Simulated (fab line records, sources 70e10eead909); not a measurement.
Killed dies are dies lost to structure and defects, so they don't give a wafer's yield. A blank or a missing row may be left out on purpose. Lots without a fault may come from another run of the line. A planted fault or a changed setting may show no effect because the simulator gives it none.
A struck lot beside a sound one | flow nand_harc | 24 steps out of a route of 1159
Sound: wafers L633.1, L633.3, L633.5. Struck: wafers L634.2, L634.3, L634.5. The cause comes at the end.
At each step with rows: each side's tool, then ch and its chambers, then its first start. Under that, the readings that differ: sound wafers | struck wafers | difference of the means | sigmas: that difference in standard deviations of wafers without a fault.
alike: readings whose means differ by less than 2 such deviations, and words and numbers that are the same on both sides. not compared: withheld readings, readings that some wafer has no value for, bounds like >300 that may hide the same value, and numbers for which the record gives no deviation and whose values overlap.
The two part at a step that has a row with sigmas, a row that says differs or no value, or rows on one side only. Numbers that don't overlap but have no deviation are shown without sigmas and don't part them. A reading that every wafer of one side lacks parts them only if that side has two wafers or more.

NHARC_P_M1_INSPECT_27:
  sound on defect_inspect-01, day 7 06:18; struck on defect_inspect-02, day 7 20:07
  alike: raw_defect_count
NHARC_P_M1_PRE_CLEAN_32: time 12 s.
  sound on pecvd-01 ch 0,2, day 7 06:22; struck on pecvd-03 ch 0,1, day 7 20:12
  alike: heater_power_w
NHARC_P_M1_DEP_33: deposits SiCN, target thk 30 nm.
  sound on pecvd-01 ch 0,2, day 7 06:27; struck on pecvd-03 ch 0,1, day 7 20:19
  alike: heater_power_w
then, 8 steps without rows for these wafers: NHARC_P_M2_DEP_00 (deposits SiOC, target thk 182.5 nm); NHARC_P_M2_DEHYDRATE_01 (time 120 s); NHARC_P_M2_HMDS_02 (time 30 s); NHARC_P_M2_COAT_34 (time 65 s); NHARC_P_M2_COAT_03 (resist thk 90 nm); NHARC_P_M2_SOFTBAKE_04 (time 55 s); NHARC_P_M2_EBR_05; NHARC_P_M2_EXPOSE_06 (exposes mask P M2, target cd 170 nm).
NHARC_P_M2_PEB_07: peb time 65 s.
  sound on litho_track-01 ch 0, day 7 07:37; struck on litho_track-01 ch 0, day 7 21:26
then, 1 step without rows for these wafers: NHARC_P_M2_DEVELOP_08 (develop time 35 s).
NHARC_P_M2_CD_MEAS_09: target cd 170 nm.
  sound on cd_sem-02 ch 0, day 7 07:42; struck on cd_sem-02 ch 0, day 7 21:31
  reading    | sound             | struck            | difference | sigmas
  cd_nm (nm) | 170.5 169.4 169.1 | 179.8 180.4 179.5 | +10.2      | +13
NHARC_P_M2_OVL_MEAS_10: pitch 340 nm.
  sound on overlay-01, day 7 07:47; struck on overlay-02, day 7 21:37
  alike: overlay_x_nm, overlay_y_nm
NHARC_P_M2_INSPECT_11:
  sound on defect_inspect-01, day 7 07:49; struck on defect_inspect-01, day 7 21:38
  alike: raw_defect_count
NHARC_P_M2_DESCUM_14: chemistry O2, time 3 s.
  sound on rie_diel-07 ch 1,2, day 7 07:53; struck on rie_diel-07 ch 2,3, day 7 21:42
  reading               | sound             | struck          | difference | sigmas
  model.P_M2.cd_nm (nm) | 170.9 168.8 168.6 | 178.6 180.3 178 | +9.5       |
  alike: drypump_motor_current_A, oes_product_au, rf_vpp_V, showerhead_plenum_p_Torr, throttle_valve_pct
  not compared: rf_hours_counter_h
NHARC_P_M2_ETCH_35: etches the open film in N2/H2, target depth 40 nm, overetch 12 nm, time 43.94 s.
  sound on rie_diel-07 ch 0,1,3, day 7 07:58; struck on rie_diel-07 ch 0,3, day 7 21:49
  alike: drypump_motor_current_A, oes_product_au, rf_vpp_V, showerhead_plenum_p_Torr, throttle_valve_pct
  not compared: rf_hours_counter_h
NHARC_P_M2_ETCH_15: etches the open film in C4F8/Ar, target depth 182.5 nm, time 91.2 s.
  sound on rie_diel-07 ch 0,1,2; struck on rie_diel-07 ch 2,3
  alike: oes_product_au, rf_vpp_V
  not compared: rf_hours_counter_h
NHARC_P_M2_CD_MEAS_16:
  sound on cd_sem-03, day 7 08:11; struck on cd_sem-03, day 7 22:03
  reading    | sound             | struck            | difference | sigmas
  cd_nm (nm) | 171.0 167.9 168.7 | 179.1 180.4 178.6 | +10.2      | +9
NHARC_P_M2_STRIP_18: strips in N2/H2.
  sound on rie_diel-07 ch 0,1, day 7 08:16; struck on rie_diel-07 ch 2,3, day 7 22:08
  alike: drypump_motor_current_A, oes_product_au, rf_vpp_V, showerhead_plenum_p_Torr, throttle_valve_pct
  not compared: rf_hours_counter_h
NHARC_P_M2_ETCH_28: etches the open film in CF4/N2, target depth 30 nm, time 72.99 s.
  sound on rie_diel-07 ch 0,1; struck on rie_diel-07 ch 0,2,3
  reading               | sound             | struck            | difference | sigmas
  model.P_M2.cd_nm (nm) | 171.3 167.2 168.6 | 180.3 180.4 180.2 | +11.3      |
  alike: drypump_motor_current_A, oes_product_au, rf_vpp_V, showerhead_plenum_p_Torr, throttle_valve_pct
  not compared: rf_hours_counter_h
then, 1 step without rows for these wafers: NHARC_P_M2_STRIP_19 (strips in post etch residue remover, time 600 s).
-- the record jumps here: 13 days lie between the struck wafers' starts before and after (it left off in module P_M2 and takes up again in module END, whose first step shown is number 1159 of the route) --
NHARC_END_SORT_01:
  sound on prober-02 ch 0, day 20 15:04; struck on prober-02 ch 0, day 21 03:09
  reading         | sound | struck | difference | sigmas
  killed_at_other | 0 0 0 | 1 4 2  | +2         | +2
  alike: defect_limited_yield, killed_at_array, killed_at_periphery, killed_dies, killed_open, killed_short, sort_bin_2_pct, sort_bin_3_pct, sort_bin_4_pct, sort_n_pass, sort_rim_yield_pct, sort_yield_pct

WHERE THEY PART
First at NHARC_P_M2_CD_MEAS_09; last, within this record, at NHARC_END_SORT_01.

WHY: what the simulator had put in
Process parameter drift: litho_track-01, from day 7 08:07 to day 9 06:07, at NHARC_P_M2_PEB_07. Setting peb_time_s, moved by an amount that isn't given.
